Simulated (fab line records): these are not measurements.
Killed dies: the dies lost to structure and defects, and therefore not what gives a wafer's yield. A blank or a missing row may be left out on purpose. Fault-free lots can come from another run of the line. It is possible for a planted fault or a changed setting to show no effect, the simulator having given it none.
Chamber matching / flow nand-harc / pecvd-01 running NHARC_P_GATE_DEP_103: 3 sister chambers
The step deposits SiON, target thk 30 nm. 3 wafers are shown with their chamber, then 9 later ones without.

## WAFERS, EACH WITH ITS CHAMBER
wafer=L086.2; chamber=0; heater-power-w (W)=633
wafer=L086.5; chamber=1; heater-power-w (W)=640
wafer=L086.6; chamber=2; heater-power-w (W)=686

## WAFERS WITH NO CHAMBER GIVEN
wafer=L087.2; heater-power-w (W)=711
wafer=L087.5; heater-power-w (W)=646
wafer=L087.6; heater-power-w (W)=714
wafer=L091.1; heater-power-w (W)=703
wafer=L091.3; heater-power-w (W)=651
wafer=L091.6; heater-power-w (W)=696
wafer=L097.1; heater-power-w (W)=649
wafer=L097.3; heater-power-w (W)=624
wafer=L097.6; heater-power-w (W)=633

## EACH ONE'S CHAMBER
wafer=L087.2; from the rows above=2; in truth=2
wafer=L087.5; from the rows above=can't be placed: 1 or 0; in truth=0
wafer=L087.6; from the rows above=2; in truth=2
wafer=L091.1; from the rows above=2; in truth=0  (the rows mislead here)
wafer=L091.3; from the rows above=can't be placed: 1 or 0 or 2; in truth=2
wafer=L091.6; from the rows above=2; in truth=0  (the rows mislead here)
wafer=L097.1; from the rows above=can't be placed: 1 or 0 or 2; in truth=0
wafer=L097.3; from the rows above=can't be placed: 0 or 1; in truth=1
wafer=L097.6; from the rows above=can't be placed: 0 or 1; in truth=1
2 of 9 placed correctly. These rows do not allow placing 5 (true chamber among the candidates in 5). 2 placed wrongly.
How it was worked out, from the rows above alone: a wafer's distance from a chamber is the root of the sum, over the readings, of the square of ((its reading less the chamber's mean) divided by the reading's scatter). The wafer belongs to the nearest chamber; if the next one is less than 2 further off, it can't be placed. Each chamber's mean is taken over the wafers shown for it. The scatter: with one shown wafer a chamber, the root of the mean of the squares of how far each hidden wafer lies from its nearest shown one.
